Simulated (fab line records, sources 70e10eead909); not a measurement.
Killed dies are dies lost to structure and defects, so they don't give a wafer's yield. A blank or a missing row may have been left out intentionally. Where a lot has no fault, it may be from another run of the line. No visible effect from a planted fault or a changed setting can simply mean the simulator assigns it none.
Which tool did it? -- flow nand harc -- 12 lots with 36 wafers sampled at 5 steps, on a route of 1159 steps

WHAT EACH GAUGE READ, for each wafer
NHARC_END_SORT_01. Usual: defect limited yield 95.2 %, standard deviation 1.9; killed at array 29, standard deviation 13; killed at other 0.7, standard deviation 1; killed at periphery 3.2, standard deviation 2.3; killed dies 33, standard deviation 13; killed open 3.3, standard deviation 1.7; killed short 2.0, standard deviation 1.5; sort_bin_2_pct 1.5 %, standard deviation 0.8; sort_bin_3_pct 0.27 %, standard deviation 0.22; sort_bin_4_pct 3.0 %, standard deviation 1.1; sort n pass 644, standard deviation 13; sort rim yield pct 96.0 %, standard deviation 2.9; sort yield pct 95.2 %, standard deviation 1.9.
lot,measured,on,defect limited yield (%),killed at array,killed at other,killed at periphery,killed dies,killed open,killed short,sort_bin_2_pct (%),sort_bin_3_pct (%),sort_bin_4_pct (%),sort n pass,sort rim yield pct (%),sort yield pct (%),flag
L637,day 22 01:38,prober-02,92.9 93.2 93.8,47 45 41,0 0 0,1 1 1,48 46 42,3 5 5,0 2 2,2.2 2.2 2.1,0.15 0.44 0.15,4.7 4.1 4.0,629 631 635,99.1 93.4 97.2,92.9 93.2 93.8,
L639,day 22 14:59,prober-01,87.3 83.2 84.0,81 113 107,0 1 0,5 0 1,86 114 108,3 5 2,1 0 1,4.9 6.8 6.6,2.95 2.22 2.66,4.9 7.8 6.6,591 563 569,88.7 90.6 89.6,87.3 83.2 84.0,OFF
L644,day 23 20:14,prober-01,86.9 85.2 84.8,87 94 95,2 3 3,0 3 5,89 100 103,1 3 2,0 1 2,7.4 6.1 6.6,1.18 1.77 2.95,4.6 6.9 5.6,588 577 574,96.2 95.3 97.2,86.9 85.2 84.8,OFF

WHICH TOOL RAN EACH LOT (tool, then ch and the chambers of the sampled wafers, then the start)
lot,NHARC_A_M1_STRIP_18,NHARC_A_BONDPAD_DEP_00,NHARC_A_BONDPAD_CMP_29,NHARC_THIN_TSV_DEP_43
L629,"rie diel-06 ch 1,3, day 18 02:22","pecvd-02 ch 0,1,2, day 18 05:17","cmp-03 ch 1,2, day 18 05:41","pecvd-03 ch 0,1, day 18 23:06"
L631,"rie diel-10 ch 0,2,3, day 18 05:52","pecvd-03 ch 0,2, day 18 08:55","cmp-04 ch 0,1,2, day 18 09:20","pecvd-02 ch 0,1, day 19 01:26"
L632,"rie diel-10 ch 0,2,3, day 19 12:01","pecvd-03 ch 0,1,2, day 19 15:00","cmp-03 ch 0,1,3, day 19 15:21","pecvd-03 ch 0,1,2, day 20 06:35"
L633,"rie diel-10 ch 1,2,3, day 19 13:36","pecvd-03 ch 0,1,2, day 19 16:29","cmp-03 ch 1,2,3, day 19 16:55","pecvd-04 ch 1,2, day 20 07:44"
L635,"rie diel-05 ch 2,3, day 20 00:34","pecvd-02 ch 0,1, day 20 03:29","cmp-03 ch 0,3, day 20 03:52","pecvd-02 ch 1,2, day 20 20:26"
L637,"rie diel-05 ch 0,1,3, day 20 09:50","pecvd-03 ch 0,1,2, day 20 13:03","cmp-03 ch 0,1,3, day 20 13:26","pecvd-04 ch 0,1, day 21 09:58"
L639,"rie diel-05 ch 0,1, day 21 00:59","pecvd-02 ch 0,1, day 21 04:20","cmp-01 ch 2,3, day 21 04:43","pecvd-02 ch 0,1, day 21 22:53"
L643,"rie diel-10 ch 0,1,2, day 21 16:32","pecvd-03 ch 0,1, day 21 19:56","cmp-03 ch 0,3, day 21 20:16","pecvd-04 ch 0,1,2, day 22 11:34"
L644,"rie diel-05 ch 2,3, day 22 09:30","pecvd-01 ch 1,2, day 22 12:50","cmp-01 ch 0,1, day 22 13:14","pecvd-03 ch 0,1, day 23 04:35"
L646,"rie diel-10 ch 0,1,3, day 22 15:33","pecvd-01 ch 0,1, day 22 18:31","cmp-03 ch 1,2,3, day 22 18:53","pecvd-02 ch 0,2, day 23 10:37"
L648,"rie diel-06 ch 1,3, day 22 23:14","pecvd-01 ch 0,1, day 23 02:10","cmp-04 ch 0,3, day 23 02:34","pecvd-02 ch 1,2, day 23 18:40"
L650,"rie diel-06 ch 0,3, day 23 00:19","pecvd-03 ch 0,1,2, day 23 03:16","cmp-04 ch 0,1,3, day 23 03:38","pecvd-04 ch 1,2, day 23 19:53"
- NHARC_A_M1_STRIP_18: strips in N2/H2.
- NHARC_A_BONDPAD_DEP_00: deposits SiCN, target thk 250 nm.
- NHARC_A_BONDPAD_CMP_29: polishes SiCN, target thk 200 nm.
- NHARC_THIN_TSV_DEP_43: deposits SiO2, target thk 1328.5 nm.

AS READ BY THE TOOLS THEMSELVES (means over the sampled wafers that have a number; for cases with no such wafer, the mark the record gives instead)
NHARC_A_M1_STRIP_18. Usual: drypump motor current A 5.5 A, standard deviation 0.4; oes product au 1.003 a.u., standard deviation 0.0081; rf vpp V 90.7 V, standard deviation 1; showerhead plenum p Torr 2.04 Torr, standard deviation 0.096; throttle valve pct 14.172 %, standard deviation 0.0093.
lot,tool,drypump motor current A (A),oes product au (a.u.),rf vpp V (V),showerhead plenum p Torr (Torr),throttle valve pct (%),flag
L629,rie diel-06,5.3,1.000,90.3,1.90,14.172,
L631,rie diel-10,5.6,1.001,91.0,2.07,14.172,
L632,rie diel-10,5.6,0.998,91.3,2.07,14.180,
L633,rie diel-10,5.5,0.998,91.0,2.11,14.173,
L635,rie diel-05,5.4,1.010,90.7,2.04,14.170,
L637,rie diel-05,5.4,1.011,90.9,2.07,14.177,
L639,rie diel-05,5.5,1.009,91.0,2.06,14.176,
L643,rie diel-10,5.4,1.003,91.1,2.09,14.165,
L644,rie diel-05,5.4,1.018,89.9,2.04,14.174,
L646,rie diel-10,5.2,0.995,91.5,2.13,14.173,
L648,rie diel-06,5.7,1.002,89.9,1.88,14.171,
L650,rie diel-06,5.6,1.003,91.1,2.04,14.170,

NHARC_A_BONDPAD_DEP_00. Usual: heater power w 551 W, standard deviation 59; susceptor temp C 369.98 C, standard deviation 0.22.
lot,tool,heater power w (W),susceptor temp C (C),flag
L629,pecvd-02,555,369.94,
L631,pecvd-03,519,370.00,
L632,pecvd-03,525,370.03,
L633,pecvd-03,550,369.97,
L635,pecvd-02,524,369.72,
L637,pecvd-03,576,369.72,
L639,pecvd-02,523,369.95,
L643,pecvd-03,633,369.84,
L644,pecvd-01,535,370.13,
L646,pecvd-01,571,370.02,
L648,pecvd-01,513,370.07,
L650,pecvd-03,585,369.92,

NHARC_A_BONDPAD_CMP_29. Usual: motor current A reads 12.2 A (standard deviation 1.2).
lot,tool,motor current A (A),flag
L629,cmp-03,12.6,
L631,cmp-04,10.8,
L632,cmp-03,12.9,
L633,cmp-03,12.9,
L635,cmp-03,13.4,
L637,cmp-03,12.8,
L639,cmp-01,10.5,
L643,cmp-03,12.7,
L644,cmp-01,12.3,
L646,cmp-03,13.3,
L648,cmp-04,11.9,
L650,cmp-04,12.0,

NHARC_THIN_TSV_DEP_43. Usual: throttle valve pct reads 15.8 % (standard deviation 0.45).
lot,tool,throttle valve pct (%),flag
L629,pecvd-03,15.7,
L631,pecvd-02,16.3,
L632,pecvd-03,15.6,
L633,pecvd-04,15.6,
L635,pecvd-02,16.0,
L637,pecvd-04,15.6,
L639,pecvd-02,16.4,
L643,pecvd-04,15.6,
L644,pecvd-03,15.1,
L646,pecvd-02,15.9,
L648,pecvd-02,16.0,
L650,pecvd-04,15.8,

THE ANSWER, worked out from the rows above alone
Rule: a lot counts as off when the mean over its wafers that have a number is more than 3 standard deviations away from the usual mean. A lot without any number at a reading at which 4 lots or more have one is off too. Any other lot the step has rows for is counted as sound. The gauges are gone through in route order, then the tools' own readings, and for those a lot's mean is taken as printed above. The first step at which some lot is off is used, and at that step the reading that is off furthest; a lot without a number counts as furthest.
Off: L639, L644 (NHARC_END_SORT_01, sort_bin_3_pct). Neither off nor sound, because the step has no rows for them: L629, L631, L632, L633, L635, L643, L646, L648, L650.
If a tool, at a process step before that reading, ran all the lots that are off and no sound lot after the first of them, it fits. Gauges at NHARC_END_SORT_01: tried the same way as those tools. Can't be told from this: 3 tools fit, rie diel-05 at NHARC_A_M1_STRIP_18, cmp-01 at NHARC_A_BONDPAD_CMP_29, prober-01 at NHARC_END_SORT_01.

WHAT HAD BEEN PUT IN BY THE SIMULATOR
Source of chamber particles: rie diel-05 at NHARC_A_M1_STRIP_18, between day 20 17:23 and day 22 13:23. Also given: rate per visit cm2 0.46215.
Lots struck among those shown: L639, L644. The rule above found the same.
